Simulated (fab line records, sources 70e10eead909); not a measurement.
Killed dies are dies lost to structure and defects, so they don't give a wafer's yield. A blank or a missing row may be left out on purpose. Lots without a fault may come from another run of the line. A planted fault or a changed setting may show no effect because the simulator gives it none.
fab line records | flow nand_harc
record lots=24 wafers=72 last_day=25
route steps=1159 shown P_M2@348 P_BONDPAD@351 A_CHANNEL_HOLE_D1@469 A_CHANNEL_FILL_D1@508
lots that met no fault: from a run of the same line without faults
start_h: hours from the record's first day to the start of the lot's first wafer shown | wait_h: hours since the lot's step before | " the same as in the row above | L1.1+2: a row that stands for several wafers | - no value, or no start given | * or withheld: withheld | < > ~ a bound
route shown NAME@n: a module of which the file shows steps, and the number in the route of the first | usual: mean/standard deviation of fault-free wafers | same: alike in all rows | chamber/n: place in a boat | sites: the reading at each site | _std_site: their standard deviation | _edge_site: outer sites' mean less inner sites' | radius_mm: how far each site lies from the wafer's centre | mask NAME#n: copy n | behind: the tool/chamber that last shaped the wafer | hold: why the lot was held/for how many hours/how that ended | device: the transistor (n, p or np) that didn't switch | end of line: the same wafers' tests at the end of the route | a step without rows: its recipe alone | killed: dies lost to structure and defects at the first sort, not the wafer's yield | map: a wafer's dies, x killed, . not, _ none there
set.NAME: the setting as run; set.NAME@STEP: as run at that earlier step | model.NAME: the simulator's own value behind a step, which no gauge read
steps of the route over a sample of lots; a table a step, a row a wafer
services: from which hour (start_h, from the record's first day; less than 0 if before it) a tool's chamber was out of use, for how many hours, and why
## steps
# step NHARC_P_M2_INSPECT_27
# usual raw_defect_count=307/100
# columns lot.wafer tool chamber start_h wait_h raw_defect_count
L074.3 defect_inspect-01 - 118.82 0.0 366
L074.5 " - " " 251
L074.6 " - " " 348
L075.2 defect_inspect-02 - 136.94 0.0 340
L075.3 " - " " 358
L075.5 " - " " 265
L076.2 defect_inspect-01 - 137.58 0.0 327
L076.5 " - " " 242
L076.6 " - " " 546
L077.2 defect_inspect-02 - 138.85 0.0 399
L077.3 " - " " 311
L077.5 " - " " 580
L078.2 defect_inspect-02 - 160.46 0.0 216
L078.3 " - " " 184
L078.6 " - " " 193
L079.1 defect_inspect-01 - 161.18 0.0 229
L079.4 " - " " 321
L079.6 " - " " 270
L080.2 defect_inspect-02 - 171.16 0.0 475
L080.4 " - " " 364
L080.5 " - " " 310
L081.1 defect_inspect-02 - 176.04 0.0 358
L081.4 " - " " 351
L081.6 " - " " 362
L082.2 defect_inspect-01 - 182.40 0.0 260
L082.3 " - " " 404
L082.4 " - " " 313
L083.1 defect_inspect-01 - 183.03 0.0 449
L083.2 " - " " 462
L083.5 " - " " 346
L084.1 defect_inspect-01 - 187.82 0.0 417
L084.2 " - " " 360
L084.4 " - " " 241
L087.1 defect_inspect-02 - 202.78 0.0 311
L087.3 " - " " 308
L087.5 " - " " 161
L085.1 defect_inspect-01 - 203.65 0.0 345
L085.3 " - " " 307
L085.6 " - " " 199
L088.1 defect_inspect-02 - 206.68 0.0 383
L088.2 " - " " 274
L088.4 " - " " 273
L086.3 defect_inspect-01 - 214.18 0.0 378
L086.5 " - " " 382
L086.6 " - " " 337
L090.1 defect_inspect-02 - 225.42 0.0 245
L090.4 " - " " 448
L090.6 " - " " 292
L089.2 defect_inspect-01 - 226.02 0.0 280
L089.4 " - " " 202
L089.5 " - " " 250
L091.1 defect_inspect-02 - 232.95 0.0 344
L091.2 " - " " 325
L091.3 " - " " 339
L092.1 defect_inspect-02 - 234.07 0.0 228
L092.3 " - " " 192
L092.4 " - " " 142
L093.1 defect_inspect-01 - 234.51 0.0 609
L093.4 " - " " 348
L093.5 " - " " 357
L094.2 defect_inspect-01 - 246.91 0.0 215
L094.4 " - " " 159
L094.6 " - " " 280
L095.2 defect_inspect-02 - 248.97 0.0 223
L095.5 " - " " 312
L095.6 " - " " 260
L097.1 defect_inspect-02 - 256.38 0.0 231
L097.2 " - " " 218
L097.5 " - " " 307
L096.1 defect_inspect-02 - 256.70 0.0 303
L096.5 " - " " 412
L096.6 " - " " 326
# step NHARC_P_M2_DEP_33
# recipe target_thk_a=300 temp_c=370 target_thk_nm=30 pressure_torr=3 flow_sccm=200 rf_w=450 material=SiCN
# usual heater_power_w=569/69 susceptor_temp_C=369.99/0.24
# columns lot.wafer tool chamber start_h wait_h heater_power_w susceptor_temp_C
L074.3 pecvd-02 2 118.96 0.1 624 369.71
L074.5 " 2 " " 617 369.86
L074.6 " 1 " " 486 370.09
L075.2 pecvd-02 2 137.13 0.1 575 369.93
L075.3 " 0 " " 540 370.54
L075.5 " 2 " " 581 369.84
L076.2 pecvd-03 0 137.72 0.1 604 369.79
L076.6 " 1 " " 672 370.36
L076.5 " 2 " " 534 369.75
L077.2 pecvd-02 0 139.00 0.1 535 370.17
L077.3 " 2 " " 518 369.82
L077.5 " 1 " " 459 369.72
L078.2 pecvd-03 0 160.65 0.1 563 370.05
L078.3 " 1 " " 572 370.12
L078.6 " 2 " " 487 369.94
L079.1 pecvd-04 2 161.33 0.1 735 370.10
L079.6 " 2 " " 723 370.04
L079.4 " 1 " " 619 369.73
L080.2 pecvd-04 2 171.31 0.1 665 369.54
L080.5 " 2 " " 659 369.61
L080.4 " 1 " " 554 369.64
L081.1 pecvd-02 2 176.19 0.1 632 370.03
L081.4 " 0 " " 563 370.29
L081.6 " 1 " " 535 369.90
L082.3 pecvd-02 2 182.59 0.1 559 370.35
L082.2 " 0 " " 551 369.94
L082.4 " 2 " " 566 370.27
L083.1 pecvd-02 0 183.18 0.1 579 369.60
L083.2 " 2 " " 566 370.07
L083.5 " 2 " " 585 370.09
L084.2 pecvd-04 2 188.01 0.1 631 369.98
L084.1 " 0 " " 591 369.98
L084.4 " 2 " " 647 370.12
L087.3 pecvd-03 1 202.97 0.1 665 369.65
L087.1 " 2 " " 469 370.42
L087.5 " 1 " " 657 369.38
L085.3 pecvd-02 0 203.84 0.1 538 370.09
L085.1 " 1 " " 434 369.95
L085.6 " 2 " " 552 370.27
L088.1 pecvd-02 0 206.83 0.1 503 369.90
L088.2 " 2 " " 631 369.91
L088.4 " 1 " " 519 369.92
L086.3 pecvd-03 2 214.41 0.1 507 370.49
L086.5 " 1 " " 624 369.98
L086.6 " 2 " " 495 370.54
L090.1 pecvd-02 0 225.61 0.1 586 370.24
L090.6 " 2 " " 662 370.26
L090.4 " 0 " " 581 369.85
L089.2 pecvd-04 2 226.20 0.1 584 369.88
L089.5 " 2 " " 588 370.04
L089.4 " 1 " " 589 370.00
L091.3 pecvd-03 2 233.10 0.1 451 370.15
L091.1 " 0 " " 491 369.94
L091.2 " 1 " " 668 370.07
L092.3 pecvd-04 1 234.22 0.1 644 370.16
L092.1 " 2 " " 666 369.90
L092.4 " 2 " " 667 370.10
L093.1 pecvd-02 2 234.75 0.1 592 369.87
L093.4 " 1 " " 449 370.35
L093.5 " 2 " " 585 370.02
L094.2 pecvd-04 0 247.14 0.1 639 370.29
L094.4 " 2 " " 586 369.94
L094.6 " 0 " " 643 370.10
L095.2 pecvd-02 1 249.17 0.1 462 370.03
L095.5 " 0 " " 587 370.06
L095.6 " 1 " " 469 369.81
L097.1 pecvd-03 0 256.53 0.1 593 369.93
L097.2 " 1 " " 638 369.89
L097.5 " 1 " " 614 370.13
L096.1 pecvd-02 2 256.89 0.1 662 370.32
L096.5 " 1 " " 530 370.20
L096.6 " 2 " " 634 370.29
# step NHARC_P_BONDPAD_DEP_00
# recipe target_thk_a=2500 temp_c=370 target_thk_nm=250 pressure_torr=3 flow_sccm=200 rf_w=450 material=SiCN
# usual heater_power_w=567/63 susceptor_temp_C=370.00/0.21
# columns lot.wafer tool chamber start_h wait_h heater_power_w susceptor_temp_C
L074.3 pecvd-04 1 119.47 - 627 369.85
L074.6 " 0 " " 667 370.00
L074.5 " 1 " " 626 369.68
L075.3 pecvd-02 2 - - 603 369.99
L075.2 " 0 " " 526 369.99
L075.5 " 2 " " 573 370.25
L076.2 pecvd-02 1 138.31 - 514 370.02
L076.5 " 1 " " 517 370.21
L076.6 " 2 " " 594 370.50
L077.2 pecvd-02 2 - - 551 369.72
L077.3 " 0 " " 579 369.80
L077.5 " 2 " " 547 369.70
L078.2 pecvd-03 2 - - 458 369.89
L078.3 " 1 " " 538 370.16
L078.6 " 1 " " 558 370.13
L079.1 pecvd-03 0 161.83 - 552 369.93
L079.4 " 2 " " 435 370.42
L079.6 " 0 " " 560 370.03
L080.2 pecvd-02 2 171.73 - 590 369.66
L080.5 " 2 " " 596 370.03
L080.4 " 1 " " 468 370.00
L081.1 pecvd-03 0 176.60 - 521 370.01
L081.6 " 0 " " 519 370.09
L081.4 " 1 " " 519 370.32
L082.3 pecvd-04 2 183.00 - 646 370.15
L082.2 " 0 " " 615 369.85
L082.4 " 1 " " 646 370.01
L083.1 pecvd-02 1 - - 475 370.03
L083.2 " 0 " " 541 369.79
L083.5 " 2 " " 636 370.02
L084.2 pecvd-03 1 188.76 - 597 370.02
L084.1 " 0 " " 555 369.68
L084.4 " 0 " " 574 370.01
L087.1 pecvd-03 1 - - 646 370.08
L087.3 " 2 " " 504 370.04
L087.5 " 1 " " 667 370.05
L085.3 pecvd-02 0 - - 587 369.88
L085.1 " 1 " " 511 370.11
L085.6 " 0 " " 564 369.82
L088.2 pecvd-02 0 - - 586 369.87
L088.1 " 2 " " 549 370.14
L088.4 " 0 " " 476 369.87
L086.3 pecvd-02 1 214.93 - 507 370.08
L086.6 " 2 " " 604 370.28
L086.5 " 1 " " 504 369.62
L090.1 pecvd-02 0 - - 481 370.09
L090.6 " 0 " " 502 370.29
L090.4 " 2 " " 537 369.76
L089.2 pecvd-02 0 226.58 - 551 370.25
L089.5 " 0 " " 558 370.21
L089.4 " 1 " " 492 370.02
L091.2 pecvd-04 2 233.51 - 708 369.85
L091.3 " 0 " " 609 370.20
L091.1 " 1 " " 650 370.01
L092.1 pecvd-04 2 - - 703 369.97
L092.3 " 0 " " 551 370.45
L092.4 " 0 " " 556 369.69
L093.1 pecvd-02 0 - - 565 370.22
L093.5 " 0 " " 567 370.39
L093.4 " 2 " " 636 369.99
L094.2 pecvd-02 2 247.56 - 638 369.80
L094.4 " 1 " " 542 369.91
L094.6 " 2 " " 664 369.81
L095.2 pecvd-02 1 - - 508 370.37
L095.5 " 2 " " 584 370.00
L095.6 " 0 " " 526 370.24
L097.2 pecvd-04 0 256.94 - 540 370.01
L097.1 " 2 " " 616 370.34
L097.5 " 1 " " 555 369.82
L096.1 pecvd-03 2 257.35 - 529 370.27
L096.5 " 1 " " 534 370.29
L096.6 " 2 " " 520 370.11
# step NHARC_A_CHANNEL_HOLE_D1_ETCH_16
# recipe target_depth_a=31000 over_etch_frac=0.3 time_s=806 ion_energy_ev=150 o2_flow_sccm=400 cos_flow_sccm=20 ar_flow_sccm=0 rf_w=500 bias_w=300 chemistry=O2/COS
# usual drypump_motor_current_A=6.04/0.29 oes_product_au=0.998/0.0079 rf_vpp_V=313.9/2.2 showerhead_plenum_p_Torr=3.11/0.15 throttle_valve_pct=28.333/0.0093
# same time_s=806
# columns lot.wafer tool chamber start_h wait_h drypump_motor_current_A oes_product_au rf_hours_counter_h rf_vpp_V showerhead_plenum_p_Torr throttle_valve_pct
L074.3 rie_diel-13 2 - - 6.40 0.994 4 315.9 3.27 28.338
L074.6 " 1 " " 5.64 0.990 - 312.7 3.02 28.331
L074.5 " 2 " " 6.37 0.994 - 315.4 3.27 28.329
L075.2 rie_diel-13 0 - - 6.06 1.001 5 310.3 2.93 28.319
L075.3 " 2 " " 6.35 1.007 6 315.9 3.27 28.337
L075.5 " 1 " " 5.63 0.986 - 313.2 3.02 28.333
L077.2 rie_diel-08 3 - - 6.21 0.995 3 317.3 3.36 28.333
L077.3 " 1 " " 6.36 0.996 4 316.3 3.33 28.342
L077.5 " 3 " " 6.18 1.002 - 317.6 3.36 28.352
L076.2 rie_diel-03 2 - - 6.04 1.000 9 315.1 3.15 28.342
L076.5 " 2 " " 6.05 0.990 - 315.6 3.15 28.331
L076.6 " 3 " " 5.72 0.987 - 313.5 3.16 28.333
L078.3 rie_diel-08 1 - - 6.31 0.993 5 317.4 3.33 28.348
L078.2 " 2 " " 5.65 1.002 4 311.7 2.96 28.337
L078.6 " 0 " " 5.74 0.996 - 311.7 2.97 28.325
L079.1 rie_diel-13 2 - - 6.34 1.001 8 317.3 3.27 28.342
L079.4 " 0 " " 6.04 0.998 7 310.9 2.93 28.338
L079.6 " 1 " " 5.63 0.995 - 311.9 3.02 28.322
L080.2 rie_diel-08 0 - - 5.72 0.993 6 312.8 2.97 28.340
L080.4 " 1 " " 6.29 0.983 6 316.9 3.33 28.334
L080.5 " 2 " " 5.64 0.997 - 310.6 2.96 28.306
L081.1 rie_diel-13 2 - - 6.31 0.994 9 316.6 3.27 28.312
L081.6 " 3 " " 6.57 0.997 - 314.3 3.15 28.314
L081.4 " 2 " " 6.32 0.999 - 316.6 3.27 28.321
L083.2 rie_diel-08 2 - - 5.64 1.017 6 313.0 2.96 28.334
L083.1 " 3 " " 6.20 1.002 6 317.4 3.36 28.323
L083.5 " 1 " " 6.28 0.998 - 317.1 3.33 28.347
L082.3 rie_diel-03 1 - - 6.23 0.993 0 310.9 2.97 28.336
L082.4 " 3 " " 5.72 1.005 0 314.9 3.16 28.325
L082.2 " 0 " " 6.06 0.990 0 310.9 2.95 28.325
L084.2 rie_diel-03 2 - - 6.03 1.006 1 313.3 3.15 28.333
L084.4 " 3 " " 5.73 0.999 1 313.8 3.16 28.315
L084.1 " 0 " " 6.05 0.996 1 311.9 2.95 28.318
L087.3 rie_diel-13 3 - - 6.58 0.998 11 314.4 3.14 28.341
L087.1 " 1 " " 5.63 0.999 10 312.6 3.02 28.335
L087.5 " 3 " " 6.55 1.000 - 314.6 3.14 28.338
L085.1 rie_diel-08 1 - - 6.37 1.002 9 317.4 3.32 28.346
L085.3 " 2 " " 5.63 0.996 8 313.0 2.96 28.342
L085.6 " 1 " " 6.35 0.993 - 316.6 3.32 28.338
L088.1 rie_diel-03 1 - - 6.18 1.009 2 311.7 2.97 28.322
L088.4 " 3 " " 5.71 1.015 2 313.5 3.16 28.343
L088.2 " 0 " " 6.03 0.997 2 311.9 2.95 28.349
L086.3 rie_diel-08 3 - - 6.19 0.994 10 317.2 3.35 28.324
L086.6 " 1 " " 6.36 1.003 - 317.2 3.32 28.336
L086.5 " 2 " " 5.64 1.003 - 311.8 2.96 28.322
L090.1 rie_diel-08 3 - - 6.21 0.982 10 316.4 3.35 28.324
L090.4 " 0 " " 5.80 1.001 11 313.4 2.97 28.334
L090.6 " 2 " " 5.64 1.011 - 311.1 2.96 28.322
L089.4 rie_diel-03 2 - - 6.04 1.018 3 315.7 3.15 28.321
L089.2 " 0 " " 6.05 0.989 3 312.0 2.95 28.342
L089.5 " 2 " " 6.05 1.005 - 316.1 3.15 28.343
L093.4 rie_diel-08 0 - - 5.75 1.010 12 312.6 2.97 28.343
L093.1 " 1 " " 6.33 0.991 13 317.1 3.32 28.335
L093.5 " 1 " " 6.29 0.993 - 317.5 3.32 28.344
L091.1 rie_diel-03 0 - - 6.04 0.987 3 312.4 2.95 28.336
L091.2 " 2 " " 6.03 0.998 4 314.3 3.15 28.333
L091.3 " 3 " " 5.73 0.991 4 315.4 3.16 28.329
L092.3 rie_diel-08 1 - - 6.35 0.993 13 316.9 3.32 28.315
L092.4 " 2 " " 5.64 0.995 12 312.3 2.96 28.333
L092.1 " 3 " " 6.23 0.992 11 317.2 3.35 28.328
L095.2 rie_diel-03 0 - - 6.03 0.988 4 312.2 2.95 28.335
L095.5 " 0 " " 6.06 0.994 - 312.8 2.95 28.335
L095.6 " 1 " " 6.16 0.998 - 311.9 2.97 28.334
L094.2 rie_diel-08 2 - - 5.63 1.007 13 310.7 2.96 28.332
L094.4 " 3 " " 6.20 1.000 12 316.5 3.35 28.345
L094.6 " 2 " " 5.63 1.008 - 312.1 2.96 28.327
L097.2 rie_diel-13 0 - - 6.03 0.996 1 311.7 2.93 28.330
L097.1 " 1 " " 5.63 0.994 1 312.6 3.02 28.336
L097.5 " 2 " " 6.35 1.009 - 316.6 3.26 28.324
L096.1 rie_diel-03 0 - - 6.05 1.005 5 311.9 2.95 28.339
L096.6 " 1 " " 6.17 1.000 - 311.7 2.97 28.338
L096.5 " 2 " " 6.04 1.001 - 314.6 3.15 28.330
# step NHARC_A_CHANNEL_HOLE_D1_STRIP_27
# recipe o2_flow_sccm=500 ar_flow_sccm=0 bias_w=0 chemistry=O2
# usual drypump_motor_current_A=6.04/0.27 oes_product_au=1.001/0.0074 rf_vpp_V=57.8/0.91 showerhead_plenum_p_Torr=3.50/0.16 throttle_valve_pct=17.036/0.0088
# columns lot.wafer tool chamber start_h wait_h drypump_motor_current_A oes_product_au rf_hours_counter_h rf_vpp_V showerhead_plenum_p_Torr throttle_valve_pct
L074.3 rie_diel-13 0 - - 6.06 1.011 4 56.4 3.32 17.024
L074.6 " 3 " " 6.53 1.011 - 56.5 3.56 17.042
L074.5 " 0 " " 6.07 1.003 - 56.8 3.32 17.038
L075.3 rie_diel-03 3 - - 5.74 1.005 10 58.6 3.57 17.027
L075.2 " 0 " " 6.05 0.987 9 58.1 3.34 17.039
L075.5 " 2 " " 6.07 0.995 - 58.6 3.56 17.039
L077.2 rie_diel-08 1 - - 6.29 1.003 4 59.6 3.76 17.039
L077.3 " 3 " " 6.23 0.992 4 58.0 3.79 17.038
L077.5 " 2 " " 5.62 1.013 - 58.4 3.35 17.050
L076.2 rie_diel-13 0 - - 6.07 1.004 7 57.5 3.31 17.037
L076.6 " 0 " " 6.07 1.006 - 57.7 3.31 17.031
L076.5 " 1 " " 5.63 0.997 - 57.3 3.42 17.035
L078.2 rie_diel-03 2 - - 6.03 0.993 10 57.5 3.56 17.044
L078.3 " 3 " " 5.74 1.000 10 57.9 3.57 17.033
L078.6 " 2 " " 6.03 0.999 - 57.6 3.56 17.034
L079.1 rie_diel-08 3 - - 6.20 0.991 5 58.9 3.79 17.031
L079.4 " 0 " " 5.70 1.003 5 58.3 3.36 17.026
L079.6 " 0 " " 5.77 1.006 - 57.3 3.36 17.041
L080.2 rie_diel-13 0 - - 6.06 1.001 8 57.5 3.31 17.030
L080.5 " 0 " " 6.09 1.000 - 58.2 3.31 17.038
L080.4 " 2 " " 6.38 0.995 - 58.0 3.69 17.039
L083.2 rie_diel-13 0 - - 6.05 1.009 9 57.9 3.31 17.025
L083.1 " 2 " " 6.35 0.996 10 57.5 3.69 17.040
L083.5 " 3 " " 6.56 1.001 - 56.1 3.55 17.042
L081.4 rie_diel-03 2 - - 6.05 1.001 1 57.7 3.56 17.032
L081.1 " 0 " " 6.04 0.997 1 57.7 3.34 17.022
L081.6 " 1 " " 6.19 1.006 - 57.6 3.36 17.038
L082.2 rie_diel-08 0 - - 5.74 0.991 8 57.6 3.36 17.043
L082.3 " 1 " " 6.33 0.996 8 59.0 3.75 17.045
L082.4 " 2 " " 5.66 1.004 7 58.8 3.35 17.047
L084.4 rie_diel-08 2 - - 5.65 1.010 8 56.8 3.35 17.050
L084.1 " 0 " " 5.74 0.994 8 57.2 3.36 17.034
L084.2 " 1 " " 6.29 0.989 9 60.1 3.75 17.041
L087.3 rie_diel-03 2 - - 6.04 1.011 3 59.0 3.56 17.043
L087.1 " 0 " " 6.03 0.999 2 57.6 3.34 17.032
L087.5 " 2 " " 6.04 1.018 - 57.9 3.56 17.041
L085.1 rie_diel-13 2 - - 6.36 0.999 12 58.3 3.69 17.042
L085.3 " 3 " " 6.56 1.002 11 56.8 3.55 17.022
L085.6 " 2 " " 6.35 1.007 - 57.9 3.69 17.021
L088.4 rie_diel-08 2 - - 5.62 1.007 9 58.9 3.35 17.042
L088.1 " 0 " " 5.74 1.002 10 57.1 3.36 17.030
L088.2 " 1 " " 6.32 0.998 10 58.4 3.75 17.035
L086.3 rie_diel-13 1 - - 5.64 1.002 11 57.6 3.41 17.039
L086.6 " 0 " " 6.01 1.012 - 57.4 3.31 17.054
L086.5 " 1 " " 5.64 0.996 - 57.9 3.41 17.036
L090.4 rie_diel-03 3 - - 5.72 1.001 3 57.2 3.57 17.049
L090.1 " 1 " " 6.21 0.986 3 56.5 3.36 17.042
L090.6 " 0 " " 6.06 0.990 - 58.0 3.34 17.048
L089.2 rie_diel-03 1 - - 6.17 0.993 3 58.6 3.36 17.041
L089.4 " 3 " " 5.74 1.003 3 58.8 3.57 17.022
L089.5 " 0 " " 6.05 0.990 - 58.0 3.34 17.028
L093.1 rie_diel-08 0 - - 5.72 1.013 13 58.1 3.36 17.028
L093.4 " 1 " " 6.31 0.997 14 58.7 3.75 17.020
L093.5 " 0 " " 5.72 1.000 - 56.4 3.36 17.048
L091.2 rie_diel-08 1 - - 6.31 1.005 14 58.4 3.75 17.046
L091.3 " 2 " " 5.63 1.004 12 56.8 3.34 17.026
L091.1 " 3 " " 6.20 1.001 11 59.2 3.79 17.033
L092.4 rie_diel-03 1 - - 6.20 1.004 4 56.6 3.36 17.031
L092.3 " 3 " " 5.74 1.001 4 59.0 3.57 17.046
L092.1 " 0 " " 6.04 0.988 4 57.6 3.34 17.029
L095.2 rie_diel-08 0 - - 5.70 1.007 14 57.0 3.36 17.032
L095.5 " 3 " " 6.21 1.005 - 58.2 3.79 17.039
L095.6 " 0 " " 5.71 1.001 - 56.9 3.36 17.042
L094.2 rie_diel-03 3 - - 5.70 0.997 5 58.1 3.57 17.019
L094.4 " 0 " " 6.07 0.994 5 57.0 3.34 17.035
L094.6 " 2 " " 6.06 1.003 - 56.7 3.56 17.028
L097.1 rie_diel-03 2 - - 6.04 1.012 6 59.6 3.56 17.043
L097.2 " 0 " " 6.04 1.002 5 56.3 3.34 17.046
L097.5 " 2 " " 6.05 1.012 - 58.1 3.56 17.027
L096.1 rie_diel-03 2 - - 6.05 1.011 7 59.0 3.56 17.027
L096.6 " 3 " " 5.71 1.001 - 56.6 3.57 17.039
L096.5 " 0 " " 6.04 0.998 - 57.4 3.34 17.020
# step NHARC_A_CHANNEL_FILL_D1_ETCHBACK_08
# recipe target_depth_a=2200 time_s=110 c4f8_flow_sccm=20 ar_flow_sccm=withheld rf_w=600 bias_w=300 chemistry=C4F8
# usual oes_product_au=0.96/0.037 rf_vpp_V=440.8/2.5
# same time_s=110
# columns lot.wafer tool chamber start_h wait_h oes_product_au rf_hours_counter_h rf_vpp_V
L074.3 rie_diel-07 3 - - 0.92 4 440.5
L074.6 " 0 " " 0.92 - 441.6
L074.5 " 1 " " 0.93 - 436.3
L077.3 rie_diel-12 2 - - 0.99 1 439.8
L077.2 " 3 " " 1.00 1 439.5
L077.5 " 3 " " 1.01 - 439.1
L075.2 rie_diel-12 1 - - 0.93 1 445.0
L075.3 " 2 " " 0.94 1 440.9
L075.5 " 0 " " 0.92 - 443.0
L076.2 rie_diel-12 0 - - 0.92 1 440.7
L076.5 " 0 " " 0.92 - 441.5
L076.6 " 3 " " 0.93 - 437.8
L078.3 rie_diel-04 1 - - 0.93 20 439.8
L078.2 " 2 " " 0.93 24 438.0
L078.6 " 0 " " 0.93 - 443.3
L079.1 rie_diel-12 3 - - 1.00 1 438.9
L079.4 " 0 " " 0.99 1 443.0
L079.6 " 3 " " 1.00 - 439.3
L080.2 rie_diel-12 2 - - 0.92 1 439.8
L080.4 " 3 " " 0.93 - 437.1
L080.5 " 1 " " 0.93 - 444.6
L082.2 rie_diel-07 2 - - 1.01 1 440.6
L082.3 " 3 " " 1.01 1 441.7
L082.4 " 1 " " 1.00 1 436.8
L083.2 rie_diel-12 1 - - 1.00 2 444.3
L083.1 " 2 " " 1.00 2 440.5
L083.5 " 3 " " 0.99 - 438.2
L081.1 rie_diel-12 1 - - 1.00 2 445.4
L081.4 " 2 " " 0.99 - 439.4
L081.6 " 3 " " 0.99 - 437.7
L084.1 rie_diel-12 0 - - 0.98 2 441.7
L084.2 " 2 " " 0.92 2 438.3
L084.4 " 3 " " 0.93 2 437.5
L085.1 rie_diel-12 1 - - 0.93 3 443.0
L085.3 " 0 " " 0.91 2 441.5
L085.6 " 1 " " 0.92 - 443.2
L087.1 rie_diel-12 1 - - 1.00 3 442.1
L087.3 " 3 " " 1.00 3 439.5
L087.5 " 1 " " 1.00 - 444.1
L088.2 rie_diel-07 0 - - 1.00 2 442.3
L088.4 " 2 " " 1.01 2 440.2
L088.1 " 3 " " 0.99 2 440.1
L086.3 rie_diel-07 3 - - 1.00 2 442.1
L086.5 " 3 " " 0.98 - 440.7
L086.6 " 0 " " 0.99 - 442.8
L090.1 rie_diel-12 2 - - 0.99 3 439.5
L090.4 " 3 " " 0.99 3 437.5
L090.6 " 1 " " 1.00 - 444.0
L089.2 rie_diel-07 2 - - 1.00 3 441.8
L089.4 " 3 " " 1.00 3 440.3
L089.5 " 1 " " 1.00 - 438.3
L091.2 rie_diel-07 2 - - 0.92 3 440.1
L091.3 " 0 " " 0.93 3 441.7
L091.1 " 1 " " 0.93 3 435.8
L093.4 rie_diel-04 2 - - 0.99 7 435.5
L093.1 " 3 " " 1.00 7 443.9
L093.5 " 2 " " 1.00 - 437.3
L092.4 rie_diel-04 3 - - 1.00 8 443.1
L092.3 " 1 " " 1.00 8 441.2
L092.1 " 2 " " 1.00 8 438.2
L094.2 rie_diel-07 1 - - 0.93 4 437.1
L094.4 " 2 " " 0.93 4 439.0
L094.6 " 1 " " 0.93 - 435.8
L095.2 rie_diel-07 0 - - 0.92 4 443.0
L095.6 " 2 " " 0.93 - 441.1
L095.5 " 3 " " 0.93 - 442.0
L097.2 rie_diel-07 1 - - 0.93 4 436.1
L097.1 " 0 " " 0.92 4 443.2
L097.5 " 2 " " 0.92 - 440.7
L096.1 rie_diel-07 2 - - 0.93 5 441.4
L096.6 " 1 " " 0.92 - 435.2
L096.5 " 2 " " 0.92 - 439.8
## services
# columns tool chamber start_h hours kind
rie_diel-13 - 99.00 9.0 pm
pecvd-03 - 119.46 13.0 pm
rie_diel-08 - 124.84 9.0 pm
rie_diel-03 2 143.92 2.6 repair
pecvd-02 2 150.86 4.2 repair
pecvd-02 - 153.97 13.0 pm
rie_diel-13 3 155.39 2.8 repair
rie_diel-03 0 161.25 5.7 repair
rie_diel-13 - 181.77 0.8 repair
rie_diel-08 0 189.05 6.7 repair
rie_diel-08 1 197.49 1.6 repair
rie_diel-13 1 213.50 13.5 repair
rie_diel-03 - 215.30 9.0 pm
rie_diel-13 3 219.79 1.8 repair
pecvd-03 - 247.01 0.8 repair
rie_diel-13 - 276.00 9.0 pm
pecvd-02 - 283.94 0.8 repair
rie_diel-13 3 298.41 2.6 repair
pecvd-03 - 300.46 13.0 pm
rie_diel-08 - 301.84 9.0 pm
rie_diel-08 3 325.89 2.3 repair
pecvd-02 - 334.97 13.0 pm
rie_diel-03 0 336.34 3.5 repair
pecvd-02 0 354.86 18.9 repair
## key
fault none
